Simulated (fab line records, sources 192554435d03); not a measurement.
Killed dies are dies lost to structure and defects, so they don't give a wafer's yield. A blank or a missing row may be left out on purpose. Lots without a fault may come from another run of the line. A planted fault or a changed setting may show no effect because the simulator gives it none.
Chamber matching | flow n5_finfet | N5_FIN_SAQP_HM_OPEN_33 on rie_diel-05: 4 sister chambers
The step chemistry CH3F/O2, target SiNx, target depth 49.4 nm, time 70.6 s. 4 wafers are shown with their chamber, then 7 later ones without.

WAFERS WITH THEIR CHAMBER
wafer  | chamber | oes_product_au (a.u.)
L380.3 | 3       | 0.81
L380.6 | 1       | 0.65
L387.2 | 0       | 0.62
L387.3 | 2       | 0.59

WAFERS WITHOUT THEIR CHAMBER
wafer  | oes_product_au (a.u.)
L387.6 | 0.65
L388.1 | 0.59
L388.3 | 0.61
L388.5 | 0.59
L392.1 | 0.76
L392.3 | 0.61
L392.6 | 0.61

WHICH CHAMBER EACH WENT THROUGH
wafer  | from the rows above          | in truth
L387.6 | can't be placed: 1 or 0      | 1
L388.1 | can't be placed: 2 or 0      | 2
L388.3 | can't be placed: 0 or 2 or 1 | 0
L388.5 | can't be placed: 2 or 0      | 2
L392.1 | 3                            | 3
L392.3 | can't be placed: 0 or 2 or 1 | 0
L392.6 | can't be placed: 0 or 2 or 1 | 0
Placed correctly: 1 of 7. Can't be placed from these rows: 6 (the true chamber is among the candidates in 6). Placed wrongly: 0.
How it was worked out, from the rows above alone: a wafer's distance from a chamber is the root of the sum, over the readings, of the square of ((its reading less the chamber's mean) divided by the reading's scatter). The wafer belongs to the nearest chamber; if the next one is less than 2 further off, it can't be placed. A chamber's mean is the mean of its shown wafers. The scatter: with one shown wafer a chamber, the root of the mean of the squares of how far each hidden wafer lies from its nearest shown one.
